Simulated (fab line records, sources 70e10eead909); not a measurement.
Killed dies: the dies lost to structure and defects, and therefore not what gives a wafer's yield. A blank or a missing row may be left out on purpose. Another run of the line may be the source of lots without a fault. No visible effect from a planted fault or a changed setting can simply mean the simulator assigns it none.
fab line records	flow nand_harc
[record] lots = 24	wafers = 72	last_day = 25
route steps=1159 shown A_CONTACT@903 A_BLC@980
lots with no fault: from the same line, run without faults
start_h: hours from the record's opening day to when the first of the lot's shown wafers began	wait_h: hours since the lot's step before	" the same as in the row above	L1.1+2: one row covering several wafers at once	- no value present, or no start provided	* or withheld: withheld	< > ~ a bound
route shown NAME@n: names a module that has steps shown in the file, with the first one's number in the route	usual: mean and standard deviation over wafers with no fault	same: alike in all rows	chamber/n: place in a boat	sites: per-site readings	_std_site: the values' standard deviation	_edge_site: mean of outer sites minus mean of inner sites	radius_mm: how far each site lies from the wafer's centre	mask NAME#n: copy n	behind: tool/chamber where the wafer was last shaped	hold: what put the lot on hold/how long, in hours/how the hold closed	device: which transistor (n, p or np) failed to switch	end of line: tests run on the same wafers once the route is complete	a step given without rows: its recipe and nothing more	killed: not the wafer's yield, but the dies lost to structure and defects at the first sort	map: per-die view of a wafer (x killed, . not killed, _ where there is no die)
set.NAME: the setting the step ran with; set.NAME@STEP: the setting that earlier step ran with	model.NAME: the simulator's own value behind a step, which no gauge read
one table for each step of the route and one row for each wafer, over a sample of lots
services: when a tool's chamber went out of use (start_h, in hours from the record's first day, below 0 if earlier), for how many hours, and the reason
[[steps]]
[step NHARC_A_CONTACT_ETCH_78]
[recipe] target_depth_a = 28000	over_etch_frac = 0.3	time_s = 728	ion_energy_ev = 150	o2_flow_sccm = 400	cos_flow_sccm = 20	ar_flow_sccm = 0	rf_w = 500	bias_w = 300	chemistry = O2/COS
[usual] drypump_motor_current_A = 5.6/0.46	oes_product_au = 0.994/0.011	rf_vpp_V = 314.8/2.5	showerhead_plenum_p_Torr = 3.17/0.17	throttle_valve_pct = 28.332/0.0095
[same] time_s = 728
lot.wafer	tool	chamber	start_h	wait_h	drypump_motor_current_A	oes_product_au	rf_hours_counter_h	rf_vpp_V	showerhead_plenum_p_Torr	throttle_valve_pct
L077.3	rie_diel-01	1	-	-	5.2	0.997	16	317.7	3.33	28.320
L077.2	"	3	"	"	5.1	0.985	17	316.8	3.24	28.319
L077.4	"	0	"	"	5.9	0.995	17	318.5	3.36	28.328
L075.3	rie_diel-13	0	-	-	6.1	0.993	23	310.7	2.99	28.333
L075.6	"	0	"	"	6.1	0.996	-	312.5	2.99	28.327
L075.5	"	1	"	"	5.9	1.007	-	316.2	3.25	28.324
L074.4	rie_diel-01	1	-	-	5.2	0.996	18	317.0	3.33	28.327
L074.3	"	2	"	"	6.4	0.983	18	316.2	3.28	28.338
L074.6	"	0	"	"	5.9	0.993	-	317.8	3.36	28.337
L079.1	rie_diel-03	0	-	-	5.7	1.013	61	313.2	3.17	28.325
L079.5	"	0	"	"	5.7	1.003	-	313.2	3.17	28.347
L079.6	"	1	"	"	5.6	0.999	-	312.8	3.02	28.347
L078.2	rie_diel-13	2	-	-	5.8	0.998	23	310.6	2.90	28.339
L078.4	"	3	"	"	4.8	1.006	22	310.6	2.89	28.330
L078.5	"	2	"	"	5.8	0.999	-	310.7	2.90	28.324
L076.1	rie_diel-01	1	-	-	5.2	1.001	20	318.1	3.33	28.337
L076.2	"	3	"	"	5.1	0.997	20	316.2	3.24	28.322
L076.5	"	2	"	"	6.3	0.980	-	316.2	3.28	28.325
L080.2	rie_diel-01	3	-	-	5.0	0.987	26	314.8	3.24	28.332
L080.1	"	0	"	"	5.8	0.986	27	317.5	3.36	28.335
L080.3	"	2	"	"	6.3	0.979	25	315.9	3.28	28.340
L084.1	rie_diel-13	0	-	-	6.1	0.998	29	312.4	2.98	28.331
L084.4	"	1	"	"	5.9	1.004	29	315.4	3.25	28.327
L084.5	"	3	"	"	4.8	0.997	-	309.9	2.88	28.334
L082.1	rie_diel-01	1	-	-	5.2	1.013	35	316.5	3.32	28.339
L082.3	"	3	"	"	5.1	0.989	37	315.3	3.23	28.325
L082.6	"	0	"	"	5.9	0.989	-	317.5	3.35	28.333
L081.1	rie_diel-13	1	-	-	5.9	0.998	32	315.9	3.25	28.317
L081.3	"	3	"	"	4.8	0.982	29	311.4	2.88	28.344
L081.6	"	2	"	"	5.8	1.003	-	311.5	2.89	28.321
L083.4	rie_diel-13	0	-	-	6.1	0.998	32	314.1	2.98	28.333
L083.2	"	1	"	"	5.9	1.007	32	315.8	3.25	28.333
L083.6	"	3	"	"	4.8	0.993	-	309.5	2.88	28.358
L086.1	rie_diel-01	3	-	-	5.1	0.977	43	314.5	3.23	28.329
L086.3	"	0	"	"	5.9	0.981	40	315.6	3.35	28.334
L086.5	"	2	"	"	6.4	0.973	-	315.3	3.27	28.336
L089.2	rie_diel-13	1	-	-	5.9	1.005	35	315.3	3.25	28.327
L089.3	"	0	"	"	6.1	0.984	35	312.8	2.98	28.323
L089.6	"	1	"	"	5.9	1.014	-	315.0	3.25	28.342
L087.3	rie_diel-03	0	-	-	5.7	0.979	20	315.0	3.16	28.335
L087.5	"	3	"	"	5.6	1.003	-	312.8	3.06	28.349
L087.6	"	0	"	"	5.7	0.992	-	315.6	3.16	28.331
L085.2	rie_diel-01	2	-	-	6.4	0.968	44	317.1	3.27	28.307
L085.1	"	0	"	"	5.8	0.977	44	316.7	3.35	28.325
L085.4	"	3	"	"	5.0	0.981	-	315.1	3.23	28.317
L088.1	rie_diel-03	2	-	-	5.5	1.015	24	315.3	3.17	28.304
L088.3	"	3	"	"	5.6	1.003	22	313.0	3.06	28.337
L088.5	"	2	"	"	5.5	1.013	-	316.4	3.17	28.336
L090.1	rie_diel-13	3	-	-	4.8	0.986	1	317.1	3.37	28.354
L090.2	"	2	"	"	5.8	0.995	2	317.7	3.37	28.332
L090.6	"	0	"	"	6.1	0.979	-	312.6	2.98	28.335
L091.4	rie_diel-13	3	-	-	4.8	0.995	2	317.1	3.37	28.313
L091.2	"	1	"	"	5.9	0.981	2	314.9	3.25	28.332
L091.3	"	2	"	"	5.8	0.997	2	319.0	3.37	28.316
L092.4	rie_diel-03	2	-	-	5.5	1.007	40	314.9	3.16	28.335
L092.5	"	3	"	"	5.6	1.000	-	314.1	3.05	28.328
L092.6	"	0	"	"	5.7	0.989	-	313.2	3.15	28.342
L094.1	rie_diel-13	2	-	-	5.8	0.998	6	317.3	3.37	28.342
L094.3	"	3	"	"	4.8	1.009	6	317.3	3.37	28.338
L094.2	"	0	"	"	6.1	0.993	7	312.8	2.98	28.334
L093.3	rie_diel-13	2	-	-	5.8	0.991	7	318.3	3.37	28.320
L093.4	"	3	"	"	4.8	0.996	7	316.2	3.37	28.339
L093.5	"	1	"	"	5.9	0.964	-	316.7	3.24	28.345
L096.2	rie_diel-13	1	-	-	5.9	0.989	10	315.4	3.24	28.338
L096.4	"	2	"	"	5.8	0.995	9	316.9	3.37	28.349
L096.3	"	3	"	"	4.8	0.999	9	318.1	3.37	28.314
L095.4	rie_diel-01	3	-	-	5.0	1.004	1	315.1	3.22	28.334
L095.2	"	0	"	"	5.8	0.979	1	316.4	3.34	28.334
L095.6	"	0	"	"	5.9	0.972	-	318.4	3.34	28.329
L097.3	rie_diel-01	1	-	-	5.2	0.995	6	316.6	3.31	28.328
L097.2	"	2	"	"	6.3	0.996	7	315.1	3.25	28.331
L097.6	"	0	"	"	5.8	0.975	-	316.0	3.33	28.334
[step NHARC_A_CONTACT_ETCH_89]
[recipe] target_depth_a = 2600	over_etch_frac = 0.3	time_s = 475.3	ion_energy_ev = 200	n2_flow_sccm = 150	h2_flow_sccm = 150	ar_flow_sccm = 0	rf_w = 400	bias_w = 150	chemistry = N2/H2
[usual] drypump_motor_current_A = 5.7/0.46	oes_product_au = 0.994/0.011	rf_vpp_V = 431/3.4	showerhead_plenum_p_Torr = 2.06/0.12	throttle_valve_pct = 14.171/0.0089
[same] time_s = 475.3
lot.wafer	tool	chamber	start_h	wait_h	drypump_motor_current_A	oes_product_au	rf_hours_counter_h	rf_vpp_V	showerhead_plenum_p_Torr	throttle_valve_pct
L077.4	rie_diel-13	3	-	-	4.8	0.993	21	425	1.87	14.178
L077.2	"	0	"	"	6.1	0.990	24	428	1.94	14.180
L077.3	"	1	"	"	5.9	0.996	24	432	2.13	14.180
L075.3	rie_diel-13	1	-	-	5.9	0.999	25	433	2.13	14.164
L075.5	"	3	"	"	4.8	1.002	-	426	1.87	14.154
L075.6	"	0	"	"	6.1	0.993	-	429	1.94	14.169
L074.4	rie_diel-01	2	-	-	6.3	0.981	21	434	2.15	14.160
L074.3	"	1	"	"	5.2	0.993	21	434	2.19	14.169
L074.6	"	3	"	"	5.1	0.981	-	433	2.12	14.158
L079.1	rie_diel-13	1	-	-	5.9	1.000	26	434	2.13	14.179
L079.5	"	1	"	"	5.9	1.007	-	432	2.13	14.175
L079.6	"	3	"	"	4.8	1.008	-	425	1.87	14.168
L078.4	rie_diel-03	1	-	-	5.7	1.016	0	428	1.97	14.175
L078.2	"	0	"	"	5.7	0.988	0	432	2.07	14.174
L078.5	"	1	"	"	5.7	1.011	-	428	1.97	14.174
L076.1	rie_diel-13	3	-	-	4.8	0.997	24	426	1.87	14.189
L076.2	"	0	"	"	6.1	0.996	26	428	1.94	14.184
L076.5	"	1	"	"	5.9	1.012	-	434	2.13	14.169
L080.2	rie_diel-13	1	-	-	5.9	1.004	28	433	2.13	14.176
L080.1	"	2	"	"	5.8	1.007	25	426	1.88	14.182
L080.3	"	0	"	"	6.1	0.994	28	427	1.94	14.175
L084.4	rie_diel-03	2	-	-	5.5	1.017	13	431	2.08	14.159
L084.1	"	3	"	"	5.6	1.006	13	430	2.00	14.158
L084.5	"	2	"	"	5.5	1.029	-	431	2.08	14.176
L082.1	rie_diel-01	3	-	-	5.1	0.986	39	432	2.12	14.171
L082.3	"	0	"	"	5.8	0.987	37	435	2.20	14.167
L082.6	"	3	"	"	5.1	0.987	-	434	2.12	14.170
L081.3	rie_diel-13	3	-	-	4.8	0.994	31	425	1.87	14.158
L081.1	"	2	"	"	5.8	1.003	30	426	1.88	14.195
L081.6	"	0	"	"	6.1	0.990	-	428	1.94	14.172
L083.4	rie_diel-13	3	-	-	4.8	0.994	31	426	1.87	14.168
L083.2	"	2	"	"	5.8	0.991	30	426	1.88	14.163
L083.6	"	0	"	"	6.1	0.986	-	427	1.94	14.180
L086.1	rie_diel-03	1	-	-	5.6	1.009	23	428	1.96	14.165
L086.3	"	2	"	"	5.5	1.017	22	432	2.07	14.173
L086.5	"	2	"	"	5.5	1.017	-	431	2.07	14.180
L089.2	rie_diel-01	2	-	-	6.3	0.980	45	434	2.14	14.158
L089.3	"	0	"	"	5.8	0.984	44	435	2.20	14.163
L089.6	"	0	"	"	5.8	0.996	-	435	2.20	14.184
L087.3	rie_diel-13	1	-	-	6.0	0.988	0	431	2.13	14.172
L087.6	"	1	"	"	5.9	0.976	-	432	2.13	14.162
L087.5	"	2	"	"	5.8	1.000	-	438	2.22	14.155
L085.2	rie_diel-13	0	-	-	6.1	1.003	0	426	1.94	14.164
L085.4	"	1	"	"	5.9	1.002	1	433	2.13	14.185
L085.1	"	3	"	"	4.8	1.002	0	435	2.22	14.157
L088.3	rie_diel-13	2	-	-	5.8	0.988	2	436	2.22	14.170
L088.1	"	0	"	"	6.1	0.992	3	427	1.94	14.168
L088.5	"	2	"	"	5.8	0.982	-	436	2.22	14.162
L090.1	rie_diel-13	0	-	-	6.1	0.985	3	428	1.94	14.189
L090.2	"	2	"	"	5.8	0.994	3	435	2.22	14.174
L090.6	"	0	"	"	6.1	0.990	-	428	1.94	14.178
L091.4	rie_diel-03	3	-	-	5.6	1.000	27	431	1.99	14.165
L091.2	"	0	"	"	5.7	0.991	28	431	2.06	14.167
L091.3	"	1	"	"	5.7	1.010	31	428	1.96	14.174
L092.4	rie_diel-03	3	-	-	5.6	1.016	38	430	1.99	14.155
L092.5	"	0	"	"	5.7	0.996	-	432	2.06	14.178
L092.6	"	1	"	"	5.7	1.009	-	428	1.95	14.160
L094.1	rie_diel-13	1	-	-	5.9	0.987	9	433	2.13	14.156
L094.3	"	2	"	"	5.8	0.982	8	435	2.22	14.183
L094.2	"	0	"	"	6.1	0.978	9	425	1.94	14.168
L093.4	rie_diel-13	0	-	-	6.1	0.991	9	429	1.94	14.166
L093.3	"	2	"	"	5.8	0.988	9	434	2.22	14.176
L093.5	"	3	"	"	4.8	0.998	-	435	2.21	14.178
L095.2	rie_diel-13	2	-	-	5.8	1.003	10	435	2.22	14.171
L095.4	"	3	"	"	4.8	0.991	10	435	2.21	14.181
L095.6	"	1	"	"	5.9	0.978	-	434	2.13	14.165
L096.3	rie_diel-01	0	-	-	5.9	0.982	4	435	2.19	14.158
L096.4	"	1	"	"	5.2	1.008	4	435	2.18	14.181
L096.2	"	2	"	"	6.3	1.002	5	433	2.13	14.165
L097.2	rie_diel-13	2	-	-	5.8	0.990	14	435	2.21	14.164
L097.3	"	0	"	"	6.1	0.991	14	427	1.94	14.162
L097.6	"	2	"	"	5.8	0.998	-	435	2.21	14.168
[step NHARC_A_BLC_ETCH_18]
[recipe] target_depth_a = 9100	c4f8_flow_sccm = 20	o2_flow_sccm = 10	ar_flow_sccm = withheld	rf_w = 600	bias_w = 1500	chemistry = C4F8/O2/Ar
[usual] oes_product_au = 0.954/0.023	rf_vpp_V = 976/5.9
lot.wafer	tool	chamber	start_h	wait_h	oes_product_au	rf_hours_counter_h	rf_vpp_V
L077.3	rie_diel-06	0	-	-	0.920	15	970
L077.4	"	1	"	"	0.914	15	981
L077.2	"	3	"	"	0.929	13	982
L075.3	rie_diel-09	0	402.81	0.4	0.896	16	985
L075.6	"	0	"	"	0.902	-	985
L075.5	"	2	"	"	0.935	-	979
L074.3	rie_diel-06	0	-	-	0.973	15	970
L074.4	"	1	"	"	0.948	15	981
L074.6	"	3	"	"	0.974	-	983
L079.1	rie_diel-06	3	-	-	0.977	14	985
L079.5	"	3	"	"	0.979	-	984
L079.6	"	0	"	"	0.977	-	969
L078.2	rie_diel-06	2	-	-	0.947	16	969
L078.4	"	0	"	"	0.932	16	971
L078.5	"	2	"	"	0.945	-	970
L076.1	rie_diel-08	0	-	-	0.941	34	980
L076.2	"	1	"	"	0.930	36	973
L076.5	"	3	"	"	0.959	-	970
L080.2	rie_diel-06	3	-	-	0.957	0	985
L080.1	"	0	"	"	0.969	0	971
L080.3	"	1	"	"	0.973	0	983
L084.4	rie_diel-09	1	-	-	0.987	1	979
L084.1	"	0	"	"	0.956	1	983
L084.5	"	2	"	"	0.971	-	979
L082.1	rie_diel-06	1	-	-	0.946	2	981
L082.3	"	0	"	"	0.982	2	970
L082.6	"	2	"	"	0.979	-	969
L081.1	rie_diel-09	0	-	-	0.958	1	984
L081.3	"	2	"	"	0.977	1	978
L081.6	"	1	"	"	0.979	-	980
L083.2	rie_diel-06	1	-	-	0.947	3	980
L083.4	"	3	"	"	0.945	3	985
L083.6	"	0	"	"	0.943	-	970
L086.3	rie_diel-06	0	-	-	0.967	3	968
L086.1	"	1	"	"	0.978	4	980
L086.5	"	2	"	"	0.984	-	970
L089.3	rie_diel-06	2	-	-	0.959	5	969
L089.2	"	0	"	"	0.961	3	970
L089.6	"	1	"	"	0.947	-	981
L087.3	rie_diel-06	0	-	-	0.956	4	969
L087.6	"	1	"	"	0.950	-	981
L087.5	"	2	"	"	0.981	-	968
L085.4	rie_diel-08	0	-	-	0.940	58	978
L085.2	"	1	"	"	0.922	58	973
L085.1	"	2	"	"	0.936	60	979
L088.3	rie_diel-09	0	-	-	0.963	4	985
L088.1	"	2	"	"	0.971	3	978
L088.5	"	1	"	"	0.970	-	980
L090.2	rie_diel-06	1	-	-	0.958	6	981
L090.1	"	0	"	"	0.961	6	973
L090.6	"	1	"	"	0.962	-	980
L091.3	rie_diel-09	3	-	-	0.967	6	971
L091.4	"	0	"	"	0.931	6	985
L091.2	"	2	"	"	0.954	5	977
L092.4	rie_diel-09	3	-	-	0.954	8	972
L092.6	"	2	"	"	0.967	-	978
L092.5	"	3	"	"	0.963	-	973
L094.2	rie_diel-06	3	-	-	0.922	7	983
L094.3	"	0	"	"	0.916	8	969
L094.1	"	1	"	"	0.913	9	981
L093.4	rie_diel-06	1	-	-	0.944	9	981
L093.3	"	2	"	"	0.984	10	970
L093.5	"	3	"	"	0.973	-	983
L095.2	rie_diel-06	3	-	-	0.921	9	983
L095.4	"	0	"	"	0.924	10	970
L095.6	"	0	"	"	0.907	-	971
L096.4	rie_diel-08	1	-	-	0.971	13	972
L096.2	"	2	"	"	0.988	14	979
L096.3	"	3	"	"	1.005	15	969
L097.2	rie_diel-06	2	-	-	0.947	12	970
L097.3	"	0	"	"	0.932	11	971
L097.6	"	1	"	"	0.909	-	981
[step NHARC_A_BLC_DEGAS_30]
[recipe] temp_c = 300	time_s = 60
[usual] heater_power_w = 463/51
[same] time_s = 60
lot.wafer	tool	chamber	start_h	wait_h	heater_power_w
L077.2	pvd_sputter-03	-	401.36	-	435
L077.3	"	-	"	"	532
L077.4	"	-	"	"	435
L075.3	pvd_sputter-01	-	403.81	-	392
L075.5	"	-	"	"	480
L075.6	"	-	"	"	385
L074.3	pvd_sputter-03	-	406.83	-	505
L074.4	"	-	"	"	532
L074.6	"	-	"	"	448
L079.1	pvd_sputter-01	-	407.63	-	495
L079.6	"	-	"	"	486
L079.5	"	-	"	"	538
L078.2	pvd_sputter-02	-	408.61	-	446
L078.4	"	-	"	"	449
L078.5	"	-	"	"	517
L076.1	pvd_sputter-03	-	410.30	-	440
L076.2	"	-	"	"	490
L076.5	"	-	"	"	451
L080.3	pvd_sputter-01	-	430.21	-	383
L080.1	"	-	"	"	488
L080.2	"	-	"	"	537
L084.4	pvd_sputter-01	-	445.99	-	476
L084.1	"	-	"	"	385
L084.5	"	-	"	"	481
L082.1	pvd_sputter-02	-	449.84	-	435
L082.3	"	-	"	"	450
L082.6	"	-	"	"	447
L081.3	pvd_sputter-02	-	452.74	-	446
L081.1	"	-	"	"	448
L081.6	"	-	"	"	443
L083.2	pvd_sputter-02	-	458.54	-	515
L083.4	"	-	"	"	372
L083.6	"	-	"	"	437
L086.3	pvd_sputter-01	-	466.32	-	389
L086.1	"	-	"	"	504
L086.5	"	-	"	"	474
L089.2	pvd_sputter-01	-	466.53	-	488
L089.3	"	-	"	"	386
L089.6	"	-	"	"	481
L087.3	pvd_sputter-03	-	471.39	-	492
L087.5	"	-	"	"	451
L087.6	"	-	"	"	425
L085.2	pvd_sputter-02	-	471.97	-	507
L085.4	"	-	"	"	444
L085.1	"	-	"	"	381
L088.3	pvd_sputter-01	-	478.50	-	381
L088.1	"	-	"	"	476
L088.5	"	-	"	"	382
L090.1	pvd_sputter-03	-	483.66	-	424
L090.2	"	-	"	"	534
L090.6	"	-	"	"	421
L091.3	pvd_sputter-03	-	493.42	-	455
L091.2	"	-	"	"	418
L091.4	"	-	"	"	511
L092.4	pvd_sputter-01	-	511.47	-	521
L092.6	"	-	"	"	470
L092.5	"	-	"	"	387
L094.3	pvd_sputter-02	-	511.89	-	441
L094.1	"	-	"	"	452
L094.2	"	-	"	"	376
L093.4	pvd_sputter-02	-	521.08	-	420
L093.3	"	-	"	"	386
L093.5	"	-	"	"	530
L095.4	pvd_sputter-02	-	529.53	-	434
L095.2	"	-	"	"	440
L095.6	"	-	"	"	373
L096.2	pvd_sputter-03	-	529.94	-	449
L096.3	"	-	"	"	409
L096.4	"	-	"	"	499
L097.2	pvd_sputter-03	-	545.61	-	433
L097.3	"	-	"	"	548
L097.6	"	-	"	"	420
[step NHARC_A_BLC_ALD_23]
[recipe] target_thk_a = 30	pulse_time_s = 1	ald_cycles = 150	temp_c = 450	material = TiN
[usual] heater_power_w = 1069/120	precursor_pulse_height_rel = 1.003/0.021
lot.wafer	tool	chamber	start_h	wait_h	heater_power_w	precursor_pulse_height_rel
L077.2	ald_metal-04	1	401.60	-	1285	0.995
L077.3	"	3	"	"	1104	1.020
L077.4	"	0	"	"	903	1.002
L075.3	ald_metal-03	2	404.05	-	1077	1.009
L075.5	"	2	"	"	1073	0.974
L075.6	"	3	"	"	1187	0.996
L074.3	ald_metal-02	2	407.08	-	1077	1.015
L074.4	"	3	"	"	1076	1.010
L074.6	"	2	"	"	1107	1.034
L079.1	ald_metal-03	2	407.91	-	1064	1.019
L079.5	"	0	"	"	827	1.035
L079.6	"	1	"	"	1141	0.975
L078.2	ald_metal-03	2	408.90	-	1054	0.968
L078.4	"	3	"	"	1181	0.979
L078.5	"	0	"	"	835	0.986
L076.1	ald_metal-03	0	410.59	-	838	0.991
L076.2	"	1	"	"	1143	1.003
L076.5	"	0	"	"	876	1.020
L080.2	ald_metal-02	2	430.45	-	1100	0.993
L080.1	"	3	"	"	1072	0.996
L080.3	"	0	"	"	1134	1.023
L084.1	ald_metal-03	1	446.22	-	1178	0.996
L084.4	"	0	"	"	847	1.002
L084.5	"	2	"	"	1055	1.043
L082.1	ald_metal-02	2	450.09	-	1103	0.986
L082.3	"	0	"	"	1127	1.040
L082.6	"	1	"	"	1078	1.016
L081.1	ald_metal-02	3	453.00	-	1072	1.013
L081.3	"	2	"	"	1123	1.036
L081.6	"	3	"	"	1077	0.994
L083.2	ald_metal-04	3	458.78	-	1023	1.011
L083.4	"	2	"	"	994	1.014
L083.6	"	3	"	"	1070	0.988
L086.1	ald_metal-03	1	466.59	-	1181	0.981
L086.3	"	2	"	"	1047	1.043
L086.5	"	0	"	"	838	1.010
L089.2	ald_metal-04	1	466.79	-	1256	0.990
L089.3	"	2	"	"	1017	0.983
L089.6	"	0	"	"	920	1.001
L087.3	ald_metal-03	0	471.69	-	836	0.989
L087.5	"	1	"	"	1151	0.989
L087.6	"	2	"	"	1079	1.024
L085.2	ald_metal-04	0	472.23	-	940	1.017
L085.4	"	2	"	"	1044	0.999
L085.1	"	3	"	"	1041	0.968
L088.1	ald_metal-02	3	478.73	-	1088	0.986
L088.3	"	1	"	"	1041	1.016
L088.5	"	0	"	"	1136	0.976
L090.2	ald_metal-03	0	483.91	-	809	1.029
L090.1	"	1	"	"	1170	0.988
L090.6	"	0	"	"	878	1.007
L091.2	ald_metal-02	2	493.66	-	1135	1.006
L091.4	"	3	"	"	1070	0.999
L091.3	"	0	"	"	1149	0.993
L092.4	ald_metal-03	2	511.73	-	1044	1.012
L092.5	"	0	"	"	904	0.987
L092.6	"	1	"	"	1147	1.000
L094.1	ald_metal-04	3	512.15	-	1040	0.953
L094.3	"	0	"	"	923	1.022
L094.2	"	1	"	"	1202	1.029
L093.3	ald_metal-03	0	521.35	-	893	0.994
L093.4	"	1	"	"	1141	1.025
L093.5	"	2	"	"	1042	1.020
L095.2	ald_metal-04	2	529.75	-	1006	0.994
L095.4	"	3	"	"	1037	0.995
L095.6	"	3	"	"	1056	1.030
L096.3	ald_metal-03	2	530.18	-	1066	1.024
L096.2	"	1	"	"	1172	1.022
L096.4	"	2	"	"	1052	1.008
L097.2	ald_metal-04	3	545.88	-	1051	1.045
L097.3	"	1	"	"	1226	0.991
L097.6	"	0	"	"	931	1.008
[step NHARC_A_BLC_INSPECT_28]
[usual] raw_defect_count = 422/110
lot.wafer	tool	chamber	start_h	wait_h	raw_defect_count
L077.2	defect_inspect-02	-	403.15	0.1	403
L077.3	"	-	"	"	406
L077.4	"	-	"	"	427
L075.3	defect_inspect-01	-	405.20	0.1	643
L075.5	"	-	"	"	434
L075.6	"	-	"	"	488
L074.3	defect_inspect-01	-	408.22	0.1	245
L074.4	"	-	"	"	661
L074.6	"	-	"	"	594
L079.1	defect_inspect-02	-	409.04	0.1	355
L079.5	"	-	"	"	628
L079.6	"	-	"	"	445
L078.2	defect_inspect-02	-	410.00	0.1	308
L078.4	"	-	"	"	289
L078.5	"	-	"	"	306
L076.1	defect_inspect-01	-	411.73	0.1	360
L076.2	"	-	"	"	432
L076.5	"	-	"	"	411
L080.1	defect_inspect-02	-	432.64	0.1	495
L080.2	"	-	"	"	332
L080.3	"	-	"	"	480
L084.1	defect_inspect-02	-	448.33	0.1	300
L084.4	"	-	"	"	288
L084.5	"	-	"	"	346
L082.1	defect_inspect-02	-	451.21	0.1	380
L082.3	"	-	"	"	293
L082.6	"	-	"	"	303
L081.1	defect_inspect-01	-	455.98	0.1	373
L081.3	"	-	"	"	339
L081.6	"	-	"	"	587
L083.2	defect_inspect-01	-	459.91	0.1	331
L083.4	"	-	"	"	357
L083.6	"	-	"	"	366
L086.1	defect_inspect-01	-	468.87	0.1	373
L086.3	"	-	"	"	347
L086.5	"	-	"	"	375
L089.2	defect_inspect-02	-	469.13	0.1	402
L089.3	"	-	"	"	548
L089.6	"	-	"	"	514
L087.3	defect_inspect-02	-	472.76	0.1	445
L087.5	"	-	"	"	368
L087.6	"	-	"	"	306
L085.1	defect_inspect-01	-	473.37	0.1	681
L085.2	"	-	"	"	577
L085.4	"	-	"	"	675
L088.1	defect_inspect-01	-	490.33	0.1	481
L088.3	"	-	"	"	320
L088.5	"	-	"	"	306
L090.1	defect_inspect-02	-	491.88	0.1	503
L090.2	"	-	"	"	395
L090.6	"	-	"	"	474
L091.2	defect_inspect-02	-	499.52	0.1	315
L091.3	"	-	"	"	360
L091.4	"	-	"	"	326
L092.4	defect_inspect-01	-	517.94	0.1	374
L092.5	"	-	"	"	515
L092.6	"	-	"	"	349
L094.1	defect_inspect-02	-	518.38	0.1	489
L094.2	"	-	"	"	424
L094.3	"	-	"	"	251
L093.3	defect_inspect-01	-	527.02	0.1	479
L093.4	"	-	"	"	344
L093.5	"	-	"	"	438
L095.2	defect_inspect-01	-	534.89	0.1	390
L095.4	"	-	"	"	386
L095.6	"	-	"	"	457
L096.2	defect_inspect-01	-	535.32	0.1	601
L096.3	"	-	"	"	449
L096.4	"	-	"	"	812
L097.2	defect_inspect-01	-	552.03	0.1	369
L097.3	"	-	"	"	276
L097.6	"	-	"	"	385
[[services]]
tool	chamber	start_h	hours	kind
pvd_sputter-02	-	376.32	3.1	repair
ald_metal-04	-	376.35	1.4	repair
ald_metal-03	-	382.98	0.6	repair
pvd_sputter-02	-	392.14	10.0	pm
rie_diel-03	-	392.35	9.0	pm
ald_metal-03	3	400.66	3.0	repair
ald_metal-04	2	401.75	31.6	repair
ald_metal-04	-	406.00	10.0	pm
rie_diel-13	3	413.15	4.2	repair
rie_diel-06	-	418.20	9.0	pm
ald_metal-03	3	432.97	4.4	repair
rie_diel-01	1	438.06	36.6	repair
rie_diel-03	0	446.08	1.9	repair
rie_diel-13	-	453.23	9.0	pm
pvd_sputter-03	-	458.00	10.0	pm
rie_diel-06	3	466.68	15.0	repair
ald_metal-04	1	467.59	3.9	repair
rie_diel-01	-	487.43	0.3	repair
ald_metal-03	-	500.00	10.0	pm
rie_diel-01	-	500.45	9.0	pm
pvd_sputter-03	-	508.14	6.9	repair
pvd_sputter-01	-	514.00	10.0	pm
ald_metal-03	3	528.06	16.7	repair
pvd_sputter-03	-	534.05	5.7	repair
[[key]]
fault none
